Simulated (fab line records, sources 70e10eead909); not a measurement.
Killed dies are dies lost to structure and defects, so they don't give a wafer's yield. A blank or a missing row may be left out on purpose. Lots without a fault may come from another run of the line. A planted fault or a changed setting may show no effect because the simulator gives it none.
fab line records | flow nand_harc
record lots=12 wafers=36 last_day=23
route steps=1159 shown P_M2@349 P_BONDPAD@353 END@1159
lots that met no fault: from a run of the same line without faults
start_h: hours from the record's first day to the start of the lot's first wafer shown | wait_h: hours since the lot's step before | " the same as in the row above | L1.1+2: a row that stands for several wafers | - no value, or no start given | * or withheld: withheld | < > ~ a bound
route shown NAME@n: a module of which the file shows steps, and the number in the route of the first | usual: mean/standard deviation of fault-free wafers | same: alike in all rows | chamber/n: place in a boat | sites: the reading at each site | _std_site: their standard deviation | _edge_site: outer sites' mean less inner sites' | radius_mm: how far each site lies from the wafer's centre | mask NAME#n: copy n | behind: the tool/chamber that last shaped the wafer | hold: why the lot was held/for how many hours/how that ended | device: the transistor (n, p or np) that didn't switch | end of line: the same wafers' tests at the end of the route | a step without rows: its recipe alone | killed: dies lost to structure and defects at the first sort, not the wafer's yield | map: a wafer's dies, x killed, . not, _ none there
set.NAME: the setting as run; set.NAME@STEP: as run at that earlier step | model.NAME: the simulator's own value behind a step, which no gauge read
steps of the route over a sample of lots; a table a step, a row a wafer
services: from which hour (start_h, from the record's first day; less than 0 if before it) a tool's chamber was out of use, for how many hours, and why
## steps
# step NHARC_P_M2_PRE_CLEAN_32
# recipe time_s=12 temp_c=370 rf_power_w=300 gas=NH3
# usual heater_power_w=598/100
# columns lot.wafer tool chamber start_h wait_h heater_power_w
L357.3 pecvd-03 1 140.46 0.1 614
L357.1 " 0 " " 579
L357.6 " 2 " " 463
L359.2 pecvd-01 0 151.30 0.1 641
L359.5 " 1 " " 694
L359.4 " 2 " " 493
L363.2 pecvd-04 2 169.60 0.1 789
L363.6 " 0 " " 487
L363.4 " 1 " " 588
L365.2 pecvd-01 0 179.86 0.1 578
L365.5 " 2 " " 457
L365.6 " 0 " " 587
L366.3 pecvd-03 2 185.44 0.1 508
L366.2 " 0 " " 647
L366.5 " 1 " " 707
L369.1 pecvd-01 0 201.18 0.1 600
L369.6 " 1 " " 644
L369.5 " 0 " " 585
L368.1 pecvd-01 2 202.03 0.2 477
L368.2 " 0 " " 571
L368.5 " 0 " " 577
L371.2 pecvd-01 1 218.68 0.1 682
L371.6 " 0 " " 630
L371.5 " 1 " " 701
L373.2 pecvd-01 2 220.41 0.1 483
L373.4 " 1 " " 629
L373.6 " 2 " " 485
L370.1 pecvd-04 1 220.48 0.1 558
L370.3 " 2 " " 789
L370.6 " 2 " " 804
L372.2 pecvd-04 1 225.70 0.1 526
L372.4 " 2 " " 720
L372.5 " 0 " " 496
L374.2 pecvd-04 0 231.50 0.1 553
L374.6 " 2 " " 748
L374.4 " 1 " " 510
# step NHARC_P_BONDPAD_THK_MEAS_33
# recipe thk_meas_gauge=ellipsometry
# usual thk_nm=200.5/1.5
# columns lot.wafer tool chamber start_h wait_h thk_nm
L357.1 film_metro-02 - 141.60 0.2 199.8
L357.3 " - " " 199.3
L357.6 " - " " 200.9
L359.2 film_metro-02 - 152.40 0.2 198.9
L359.4 " - " " 197.6
L359.5 " - " " 198.5
L363.2 film_metro-01 - 170.75 0.2 200.1
L363.4 " - " " 199.8
L363.6 " - " " 199.0
L365.2 film_metro-01 - 180.98 0.2 199.2
L365.5 " - " " 200.1
L365.6 " - " " 201.1
L366.2 film_metro-01 - 186.59 0.2 200.4
L366.3 " - " " 199.4
L366.5 " - " " 202.2
L369.1 film_metro-02 - 202.31 0.1 201.1
L369.5 " - " " 202.2
L369.6 " - " " 199.8
L368.1 film_metro-01 - 203.15 0.2 200.9
L368.2 " - " " 199.7
L368.5 " - " " 199.7
L371.2 film_metro-01 - 220.01 0.2 201.2
L371.5 " - " " 201.9
L371.6 " - " " 201.4
L373.2 film_metro-02 - 221.53 0.2 200.2
L373.4 " - " " 199.9
L373.6 " - " " 200.1
L370.1 film_metro-01 - 221.80 0.2 199.9
L370.3 " - " " 200.8
L370.6 " - " " 203.0
L372.2 film_metro-02 - 226.83 0.2 198.8
L372.4 " - " " 201.5
L372.5 " - " " 201.2
L374.2 film_metro-02 - 232.65 0.2 201.2
L374.4 " - " " 198.9
L374.6 " - " " 201.8
# step NHARC_P_BONDPAD_ETCH_12
# recipe target_depth_a=2000 time_s=100 chf3_flow_sccm=50 o2_flow_sccm=10 ar_flow_sccm=200 rf_w=500 bias_w=200 chemistry=CHF3/O2
# usual drypump_motor_current_A=5.4/0.41 oes_product_au=0.927/0.02 rf_fwd_power_W=496.4/1.6 rf_vpp_V=371.4/1.7 showerhead_plenum_p_Torr=2.44/0.066 throttle_valve_pct=20.572/0.0091
# columns lot.wafer tool chamber start_h wait_h drypump_motor_current_A oes_product_au rf_fwd_power_W rf_hours_counter_h rf_vpp_V showerhead_plenum_p_Torr throttle_valve_pct
L357.3 rie_diel-04 2 142.56 - 4.8 0.956 494.3 1 371.4 2.47 20.562
L357.1 " 3 " " 5.3 0.955 496.3 2 371.5 2.47 20.570
L357.6 " 2 " " 4.9 0.955 496.0 - 372.1 2.47 20.561
L359.2 rie_diel-04 2 153.23 - 4.8 0.915 493.1 2 372.6 2.47 20.566
L359.4 " 3 " " 5.3 0.918 495.3 3 371.5 2.47 20.563
L359.5 " 3 " " 5.3 0.920 497.3 - 371.6 2.47 20.581
L363.4 rie_diel-06 0 171.73 - 5.6 0.917 494.6 36 372.4 2.47 20.578
L363.2 " 2 " " 5.5 0.917 495.2 34 373.2 2.54 20.575
L363.6 " 3 " " 4.8 0.917 495.1 - 372.0 2.53 20.584
L365.2 rie_diel-04 2 181.82 - 4.8 0.911 496.6 5 372.3 2.47 20.579
L365.5 " 2 " " 4.8 0.914 495.1 - 371.2 2.47 20.576
L365.6 " 3 " " 5.3 0.906 499.3 - 371.8 2.47 20.582
L366.3 rie_diel-04 2 187.58 - 4.8 0.916 492.5 6 371.4 2.47 20.572
L366.2 " 3 " " 5.3 0.918 497.2 6 372.0 2.47 20.569
L366.5 " 3 " " 5.3 0.909 498.8 - 372.5 2.47 20.580
L369.1 rie_diel-04 1 203.27 - 5.3 0.943 498.9 7 369.1 2.36 20.555
L369.6 " 0 " " 6.0 0.967 494.4 - 371.3 2.46 20.557
L369.5 " 1 " " 5.2 0.949 497.8 - 369.2 2.36 20.586
L368.1 rie_diel-04 2 204.01 - 4.8 0.922 493.9 7 371.3 2.47 20.573
L368.2 " 0 " " 6.0 0.914 498.1 8 371.7 2.46 20.574
L368.5 " 2 " " 4.9 0.925 495.7 - 372.0 2.47 20.568
L371.2 rie_diel-04 1 221.00 - 5.2 0.909 493.3 9 370.1 2.36 20.577
L371.5 " 0 " " 6.0 0.911 495.2 - 372.1 2.45 20.601
L371.6 " 1 " " 5.3 0.894 496.4 - 370.1 2.36 20.579
L373.2 rie_diel-04 1 222.49 - 5.3 0.946 494.9 9 370.1 2.36 20.582
L373.4 " 0 " " 6.0 0.963 496.8 10 373.1 2.45 20.566
L373.6 " 2 " " 4.9 0.946 494.4 - 373.8 2.47 20.570
L370.1 rie_diel-04 1 222.77 - 5.3 0.897 498.5 10 370.1 2.36 20.575
L370.3 " 2 " " 4.8 0.920 499.1 9 371.4 2.47 20.552
L370.6 " 0 " " 6.0 0.908 494.0 - 371.3 2.45 20.587
L372.4 rie_diel-04 3 227.66 - 5.3 0.920 497.6 9 371.6 2.47 20.565
L372.2 " 0 " " 6.0 0.847 436.1 10 370.3 2.46 20.572
L372.5 " 0 " " 6.0 0.851 433.9 - 372.0 2.46 20.577
L374.2 rie_diel-04 1 233.76 - 5.3 0.904 492.0 11 369.3 2.36 20.573
L374.4 " 3 " " 5.3 0.923 497.0 10 374.4 2.47 20.576
L374.6 " 0 " " 6.0 0.856 437.1 - 371.7 2.45 20.579
# step NHARC_P_BONDPAD_DEGAS_25
# recipe temp_c=300 time_s=60
# usual heater_power_w=476/45
# columns lot.wafer tool chamber start_h wait_h heater_power_w
L357.3 pvd_sputter-02 - 143.34 - 535
L357.1 " - " " 404
L357.6 " - " " 475
L359.2 pvd_sputter-01 - 154.00 - 418
L359.4 " - " " 493
L359.5 " - " " 459
L363.4 pvd_sputter-03 - 172.50 - 502
L363.2 " - " " 531
L363.6 " - " " 531
L365.2 pvd_sputter-02 - 182.61 - 501
L365.6 " - " " 527
L365.5 " - " " 404
L366.3 pvd_sputter-01 - 188.34 - 467
L366.2 " - " " 390
L366.5 " - " " 483
L369.1 pvd_sputter-01 - 204.04 - 474
L369.6 " - " " 413
L369.5 " - " " 472
L368.1 pvd_sputter-03 - 204.81 - 536
L368.2 " - " " 459
L368.5 " - " " 556
L371.2 pvd_sputter-01 - 221.79 - 380
L371.6 " - " " 407
L371.5 " - " " 479
L373.2 pvd_sputter-03 - 223.46 - 539
L373.4 " - " " 482
L373.6 " - " " 539
L370.3 pvd_sputter-01 - 223.56 - 399
L370.1 " - " " 390
L370.6 " - " " 453
L372.2 pvd_sputter-03 - 228.43 - 511
L372.4 " - " " 524
L372.5 " - " " 490
L374.2 pvd_sputter-01 - 234.53 - 466
L374.4 " - " " 394
L374.6 " - " " 402
# step NHARC_END_SORT_01
# recipe temp_c=25
# usual defect_limited_yield=95.7/1.2 killed_at_array=25/7.8 killed_at_other=0.6/0.81 killed_at_periphery=3.3/2.2 killed_dies=29/8.2 killed_open=3.5/1.9 killed_short=1.8/1.3 sort_bin_2_pct=1.3/0.5 sort_bin_3_pct=0.23/0.21 sort_bin_4_pct=2.8/0.9 sort_n_pass=648/8.2 sort_rim_yield_pct=94.3/2.8 sort_yield_pct=95.7/1.2
# same gross_dies=677 sort_bin_5_pct[%]=0 sort_bin_6_pct[%]=0 sort_bin_7_pct[%]=0 sort_bin_8_pct[%]=0 sort_rim_n_gross=106.00
# columns lot.wafer tool chamber start_h wait_h defect_limited_yield[%] killed_at_array killed_at_other killed_at_periphery killed_dies killed_open killed_short sort_bin_2_pct[%] sort_bin_3_pct[%] sort_bin_4_pct[%] sort_n_pass sort_rim_yield_pct[%] sort_yield_pct[%]
L366.3 prober-01 0 491.85 3.1 95.1 29 0 4 33 6 1 1.9 0.15 2.8 644 92.5 95.1
L363.4 prober-02 0 492.64 3.4 94.1 35 1 4 40 7 3 1.8 0 4.1 637 92.5 94.1
L365.2 prober-02 0 498.82 2.8 95.6 26 1 3 30 5 2 1.3 0 3.1 647 92.5 95.6
L365.5 prober-02 0 501.24 3.7 96.0 23 2 2 27 3 0 1.0 0 3.0 650 92.5 96.0
L365.6 prober-02 0 502.04 4.0 94.8 31 1 3 35 8 1 1.6 0.44 3.1 642 91.5 94.8
L368.5 prober-02 0 509.10 3.7 95.0 33 0 1 34 5 2 1.0 0.15 3.8 643 97.2 95.0
L374.2 prober-02 0 541.27 2.9 96.5 21 1 2 24 4 1 1.6 0 1.9 653 90.6 96.5
L374.4 prober-02 0 542.90 3.5 96.5 22 0 2 24 3 1 1.2 0.30 2.1 653 94.3 96.5
L374.6 prober-02 0 544.53 4.1 2.2 23 0 639 662 3 2 95.4 0.15 2.2 15 8.5 2.2
L372.2 prober-01 0 547.71 2.8 0.9 29 1 641 671 6 0 95.6 0.15 3.4 6 2.8 0.9
L372.4 prober-01 0 549.32 3.4 95.3 27 1 4 32 5 4 2.1 0.44 2.2 645 96.2 95.3
L372.5 prober-01 0 550.13 3.7 1.8 40 1 624 665 1 0 94.1 0.15 4.0 12 7.5 1.8
# killed by level:class
L366.3 A_SLIT:chamber_film_flake=12 A_CHANNEL_HOLE_D1:chamber_film_flake=7 A_CONTACT:chamber_film_flake=4 A_M0:geometric_particle:open=2 P_CONTACT:geometric_particle:open=1 P_M1:geometric_particle:open=1 A_CHANNEL_HOLE_D1:geometric_particle:short=1 A_CHANNEL_FILL_D1:geometric_particle:open=1
L363.4 A_SLIT:chamber_film_flake=16 A_CONTACT:geometric_particle:open=5 A_CONTACT:chamber_film_flake=5 A_CHANNEL_HOLE_D1:chamber_film_flake=4 A_WL_FILL:geometric_particle:short=2 P_GATE:geometric_particle:open=1 P_M1:geometric_particle:open=1 A_CHANNEL_FILL_D1:geometric_particle:short=1
L365.2 A_CHANNEL_HOLE_D1:chamber_film_flake=9 A_CONTACT:chamber_film_flake=5 A_WL_FILL:chamber_film_flake=3 A_SLIT:chamber_film_flake=2 P_CONTACT:geometric_particle:open=1 P_M1:geometric_particle:open=1 A_ONON_D1:geometric_particle:short=1 A_CHANNEL_HOLE_D1:geometric_particle:short=1
L365.5 A_CHANNEL_HOLE_D1:chamber_film_flake=8 A_CONTACT:chamber_film_flake=7 A_WL_FILL:geometric_particle:open=2 P_STI:chamber_film_flake=2 A_SLIT:chamber_film_flake=2 A_WL_FILL:chamber_film_flake=2 THIN_TSV:chamber_film_flake=2 A_ONON_D1:geometric_particle:open=1
L365.6 A_CHANNEL_HOLE_D1:chamber_film_flake=12 A_SLIT:chamber_film_flake=4 A_CONTACT:geometric_particle:open=3 A_ZERO_WELL:chamber_film_flake=3 A_CONTACT:chamber_film_flake=3 A_CHANNEL_FILL_D1:geometric_particle:open=2 A_CHANNEL_FILL_D1:chamber_film_flake=2 P_CONTACT:geometric_particle:open=1
L368.5 A_SLIT:chamber_film_flake=14 A_CONTACT:chamber_film_flake=6 A_CHANNEL_HOLE_D1:chamber_film_flake=3 A_STAIRCASE:chamber_film_flake=3 A_M0:geometric_particle:open=2 A_M0:geometric_particle:short=2 P_CONTACT:geometric_particle:open=1 A_CONTACT:geometric_particle:open=1
L374.2 A_CHANNEL_HOLE_D1:chamber_film_flake=11 A_ZERO_WELL:chamber_film_flake=2 A_STAIRCASE:chamber_film_flake=2 P_M0:geometric_particle:open=1 A_SOURCE_PLATE:geometric_particle:open=1 A_ONON_D1:geometric_particle:short=1 A_WL_FILL:geometric_particle:open=1 A_BLC:geometric_particle:open=1
L374.4 A_CHANNEL_HOLE_D1:chamber_film_flake=18 A_ZERO_WELL:chamber_film_flake=2 P_GATE:geometric_particle:open=1 P_CONTACT:geometric_particle:open=1 A_CHANNEL_HOLE_D1:geometric_particle:short=1 A_SGD_CUT:geometric_particle:open=1
L374.6 P_BONDPAD:area_etch=638 A_CHANNEL_HOLE_D1:chamber_film_flake=14 A_CONTACT:chamber_film_flake=3 P_GATE:geometric_particle:open=1 A_CHANNEL_FILL_D1:geometric_particle:open=1 A_SGD_CUT:geometric_particle:short=1 A_WL_FILL:geometric_particle:short=1 A_CONTACT:geometric_particle:open=1
L372.2 P_BONDPAD:area_etch=638 A_SLIT:chamber_film_flake=14 A_CHANNEL_HOLE_D1:chamber_film_flake=6 A_CONTACT:geometric_particle:open=3 P_ZERO_WELL:chamber_film_flake=3 A_CHANNEL_FILL_D1:geometric_particle:open=2 A_WL_FILL:geometric_particle:open=1 A_WL_FILL:chamber_film_flake=1
L372.4 A_SLIT:chamber_film_flake=11 A_CHANNEL_HOLE_D1:chamber_film_flake=5 A_CONTACT:geometric_particle:open=2 A_CONTACT:chamber_film_flake=2 A_M0:chamber_film_flake=2 P_CONTACT:geometric_particle:short=1 P_CONTACT:geometric_particle:open=1 P_M0:geometric_particle:open=1
L372.5 P_BONDPAD:area_etch=623 A_SLIT:chamber_film_flake=17 A_CONTACT:chamber_film_flake=9 A_CHANNEL_HOLE_D1:chamber_film_flake=8 A_CHANNEL_FILL_D1:chamber_film_flake=2 A_STAIRCASE:chamber_film_flake=2 A_CONTACT:geometric_particle:open=1 P_GATE:chamber_film_flake=1
## services
# columns tool chamber start_h hours kind
pecvd-04 - 118.46 1.3 repair
rie_diel-04 1 120.69 2.3 repair
rie_diel-04 0 121.00 - clean
rie_diel-04 2 121.00 - clean
rie_diel-04 3 121.00 - clean
pvd_sputter-03 - 131.62 1.7 repair
rie_diel-06 0 134.51 4.2 repair
rie_diel-04 0 145.50 - clean
rie_diel-04 1 145.50 - clean
rie_diel-04 2 145.50 - clean
rie_diel-04 3 145.50 - clean
pvd_sputter-01 - 156.06 3.1 repair
rie_diel-06 2 166.59 1.2 repair
rie_diel-04 0 170.00 - clean
rie_diel-04 1 170.00 - clean
rie_diel-04 2 170.00 - clean
rie_diel-04 3 170.00 - clean
pecvd-01 - 175.13 0.7 repair
rie_diel-04 - 184.48 1.1 repair
pecvd-04 0 187.07 6.4 repair
pecvd-04 - 195.00 13.0 pm
pvd_sputter-01 - 195.95 5.0 repair
pvd_sputter-02 - 215.79 10.0 pm
rie_diel-06 2 225.22 6.5 repair
## key
first_sign step=NHARC_P_BONDPAD_ETCH_12 reading=rf_fwd_power_W direction=down sigmas=37 usual=* struck=*
effect step=NHARC_P_BONDPAD_ETCH_12 reading=oes_product_au direction=down sigmas=3.7 usual=0.927 struck=0.851
effect step=NHARC_END_SORT_01 reading=killed_at_periphery direction=up sigmas=99+ usual=3.3 struck=634.7
more_kills_born_at NHARC_P_BONDPAD_ETCH_12@rie_diel-04=1899
met_at NHARC_P_BONDPAD_ETCH_12
struck_lots L372,L374
struck_wafers L372.2,L372.5,L374.6
later_rows_left_out L372.2,L372.5,L374.6
not_acting_at NHARC_P_M2_PRE_CLEAN_32,NHARC_P_BONDPAD_THK_MEAS_33,NHARC_P_BONDPAD_DEGAS_25
onset_between 222.77 227.66
fault kind=process_parameter_drift tool=rie_diel-04 chamber=0 onset_h=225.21 steps=NHARC_P_BONDPAD_ETCH_12 channel=rf_w offset=* shape=step end_h=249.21 acts_in=* stated=*
# later_rows_left_out: the simulator's readings of these wafers behind a module that went badly wrong aren't trusted and aren't shown, but for the sort
